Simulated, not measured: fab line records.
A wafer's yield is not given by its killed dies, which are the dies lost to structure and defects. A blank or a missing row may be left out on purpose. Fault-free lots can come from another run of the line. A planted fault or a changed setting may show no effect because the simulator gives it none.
A lot that was struck, set against a sound lot || flow n5-finfet || 15 out of 1938 route steps
Sound: these wafers, L482.1, L482.5, L482.6. Struck: wafer L499.1 (L499.3, L499.6, from the same lot, were not struck and are left out); the cause is given at the end.
Per side, at each step with rows, come the tool, then ch with its chambers, and then its first start. Under that, the readings that differ: sound wafers || struck wafers || difference of the means || sigmas: that difference in standard deviations of wafers without a fault.
alike: a reading whose means differ by less than 2 such deviations, as well as words and numbers matching on both sides. not compared: withheld readings; readings where some wafer has no value; bounds like >300 that might hide an equal value; numbers whose values overlap and for which the record gives no deviation.
Wherever a step has rows on one side only, a row that says differs or no value, or a row with sigmas, the two part there. When numbers do not overlap yet have no deviation, they are printed without sigmas and do not part them. A reading missing from all wafers of one side parts the sides only when that side holds two or more wafers.

first, 6 steps without rows for these wafers: N5_BEOL_M9_COAT_22 (resist thk 30 nm); N5_BEOL_M9_EBR_24; N5_BEOL_M9_SOFTBAKE_23 (time 60 s); N5_BEOL_M9_EXPOSE_25 (exposes mask V8); N5_BEOL_M9_PEB_26 (peb time 60 s); N5_BEOL_M9_DEVELOP_27 (develop time 30 s).
N5_BEOL_M9_CD_MEAS_28 targets a cd of 70 nm.
  sound on cd-sem-01 ch 0, day 9 13:55; struck on cd-sem-01 ch 0, day 14 00:59
  alike: cd-nm
N5_BEOL_M9_OVL_MEAS_29:
  sound on overlay-02 ch 0, day 9 13:56; struck on overlay-01 ch 0, day 14 01:01
  alike: V8_OVL
N5_BEOL_M9_INSPECT_30: inspects for defects (brightfield).
  sound on defect-inspect-01 at day 9 14:00; struck on defect-inspect-01 at day 14 01:05
  alike: raw-defect-count
N5_BEOL_M9_DESCUM_33: chemistry O2, time 7 s.
  sound on rie-diel-01 ch 0,1,3, day 9 14:02; struck on rie-diel-02 ch 2, day 14 01:22
  alike: chamber-pressure-mTorr, drypump-motor-current-A, oes-product-au, rf-vpp-V, showerhead-plenum-p-Torr, throttle-valve-pct
  not compared: rf-hours-counter-h
N5_BEOL_M9_ETCH_76: etches underlayer in N2/H2, target depth 6.5 nm, time 5.2 s.
  sound on rie-diel-01 ch 0,1,3, day 9 14:04; struck on rie-diel-02 ch 2, day 14 01:24
  alike: chamber-pressure-mTorr, drypump-motor-current-A, etch-rf-on-time-s, n2-flow-sccm, oes-product-au, rf-vpp-V, showerhead-plenum-p-Torr, throttle-valve-pct
  not compared: rf-hours-counter-h
N5_BEOL_M9_ETCH_65: etches SiARC in CF4, target depth 15.6 nm, time 26 s.
  sound on rie-diel-01 ch 0,1,3, day 9 14:05; struck on rie-diel-02 ch 2, day 14 01:25
{"reading": "drypump-motor-current-A (A)", "sound": "6.5 6.1 5.0", "struck": 4.9, "difference": -1.0, "sigmas": -2}
  alike: chamber-pressure-mTorr, etch-rf-on-time-s, oes-product-au, rf-vpp-V, showerhead-plenum-p-Torr, throttle-valve-pct
  not compared: rf-hours-counter-h
N5_BEOL_M9_ETCH_66: etches SOC in N2/H2, target depth 80 nm, overetch 16 nm, time 120 s.
  sound on rie-diel-01 ch 0,1,3, day 9 14:07; struck on rie-diel-02 ch 2, day 14 01:27
{"reading": "run-length-s (s)", "sound": "143.2 143.1 143.2", "struck": 134.2, "difference": -9.0, "sigmas": -20}
{"reading": "model.SiARC_of_BEOL_M9_COAT_64.thk-nm (nm)", "sound": "6.6 6.4 6.4", "struck": 6.8, "difference": "+0.3", "sigmas": ""}
  alike: chamber-pressure-mTorr, drypump-motor-current-A, n2-flow-sccm, oes-product-au, rf-vpp-V, showerhead-plenum-p-Torr, throttle-valve-pct
  not compared: rf-hours-counter-h
then, 2 steps without rows for these wafers: N5_BEOL_M9_STRIP_69 (strips in N2/H2); N5_PASSIVATION_PROBE_49.

WHERE THEY PART
Last at N5_BEOL_M9_ETCH_66 as far as this record goes, first at N5_BEOL_M9_ETCH_65.

WHY: what the simulator had put in
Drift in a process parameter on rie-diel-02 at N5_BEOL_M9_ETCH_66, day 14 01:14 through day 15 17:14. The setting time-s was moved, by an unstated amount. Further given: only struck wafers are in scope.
